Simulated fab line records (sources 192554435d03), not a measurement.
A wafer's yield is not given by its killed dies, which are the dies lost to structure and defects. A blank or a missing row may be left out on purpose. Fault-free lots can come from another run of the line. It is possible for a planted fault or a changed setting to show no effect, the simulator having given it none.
Chamber matching + flow n5-finfet + N5_BEOL_M9_CMP_52 on cmp-03 has 4 sister chambers
The step polishes, stops on SiCOH lowk, t overpolish 7 s, target thk 140 nm. 20 wafers are shown with their chamber, then 10 later ones without.

WAFERS PAIRED WITH THEIR CHAMBERS
| wafer  | chamber | motor-current-A (A) | time-to-endpoint-s (s) | barrier-field-endpoint-s (s) |
|--------|---------|---------------------|------------------------|------------------------------|
| L078.1 | 2       | 6.4                 | 65.5                   | 28.7                         |
| L078.2 | 1       | 5.6                 | 64.4                   | 28.3                         |
| L078.6 | 0       | 7.0                 | 68.9                   | 29.0                         |
| L076.2 | 0       | 6.6                 | 72.1                   | 29.4                         |
| L076.4 | 3       | 6.1                 | 65.8                   | 28.4                         |
| L076.6 | 2       | 6.6                 | 66.2                   | 29.6                         |
| L079.1 | 0       | 6.4                 | 67.3                   | 29.0                         |
| L079.4 | 3       | 5.9                 | 65.3                   | 29.5                         |
| L079.5 | 2       | 6.3                 | 65.7                   | 29.2                         |
| L080.1 | 1       | 5.6                 | 63.7                   | 28.7                         |
| L080.3 | 2       | 6.7                 | 65.2                   | 29.1                         |
| L080.6 | 0       | 7.0                 | 71.4                   | 31.0                         |
| L085.4 | 1       | 5.5                 | 66.0                   | 28.6                         |
| L085.5 | 1       | 5.7                 | 62.0                   | 28.8                         |
| L085.6 | 0       | 6.6                 | 66.5                   | 28.9                         |
| L086.2 | 1       | 5.7                 | 62.9                   | 28.5                         |
| L086.5 | 2       | 6.6                 | 64.9                   | 29.0                         |
| L086.6 | 1       | 5.6                 | 61.8                   | 28.7                         |
| L087.4 | 1       | 5.6                 | 64.6                   | 28.3                         |
| L087.5 | 2       | 6.6                 | 66.9                   | 29.0                         |

SIGNATURES (averages over the wafers above)
| reading                  | chamber 0 | chamber 1 | chamber 2 | chamber 3 | scatter within a chamber |
|--------------------------|-----------|-----------|-----------|-----------|--------------------------|
| motor-current-A          | 6.720     | 5.614     | 6.533     | 6.000     | 0.168                    |
| time-to-endpoint-s       | 69.240    | 63.629    | 65.733    | 65.550    | 1.59                     |
| barrier-field-endpoint-s | 29.460    | 28.557    | 29.100    | 28.950    | 0.524                    |
Rule: for each reading, subtract the chamber's mean from the wafer's reading, divide by that reading's scatter and square the result; add these up over the readings and take the root, which gives the wafer's distance from the chamber. The wafer belongs to the nearest chamber; if the next one is less than 2 further off, it can't be placed. The scatter: the root of (the sum of the squares of (reading less its chamber's mean) over the shown wafers, divided by (wafers less chambers)).

WAFERS WHOSE CHAMBER IS MISSING
| wafer  | motor-current-A (A) | time-to-endpoint-s (s) | barrier-field-endpoint-s (s) |
|--------|---------------------|------------------------|------------------------------|
| L087.6 | 5.7                 | 67.2                   | 29.0                         |
| L091.1 | 6.5                 | 69.6                   | 29.9                         |
| L091.2 | 5.8                 | 65.2                   | 29.1                         |
| L091.4 | 6.0                 | 65.4                   | 29.5                         |
| L096.2 | 5.7                 | 63.9                   | 29.1                         |
| L096.3 | 6.0                 | 62.5                   | 28.7                         |
| L096.6 | 5.4                 | 59.4                   | 28.9                         |
| L095.1 | 6.9                 | 68.7                   | 29.0                         |
| L095.4 | 6.9                 | 67.2                   | 29.4                         |
| L095.5 | 5.6                 | 63.9                   | 29.0                         |

WHICH CHAMBER EACH WENT THROUGH
| wafer  | from the rows above          | in truth |
|--------|------------------------------|----------|
| L087.6 | can't be placed: 3 or 1      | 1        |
| L091.1 | can't be placed: 0 or 2      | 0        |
| L091.2 | can't be placed: 3 or 1      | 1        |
| L091.4 | 3                            | 3        |
| L096.2 | can't be placed: 1 or 3      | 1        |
| L096.3 | can't be placed: 3 or 1 or 2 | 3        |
| L096.6 | 1                            | 1        |
| L095.1 | can't be placed: 0 or 2      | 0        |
| L095.4 | can't be placed: 0 or 2      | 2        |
| L095.5 | can't be placed: 1 or 3      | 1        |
Correctly placed: 2 of 10. Unplaceable from these rows: 8, with the true chamber sitting among the candidates in 8. Wrongly placed: 0.
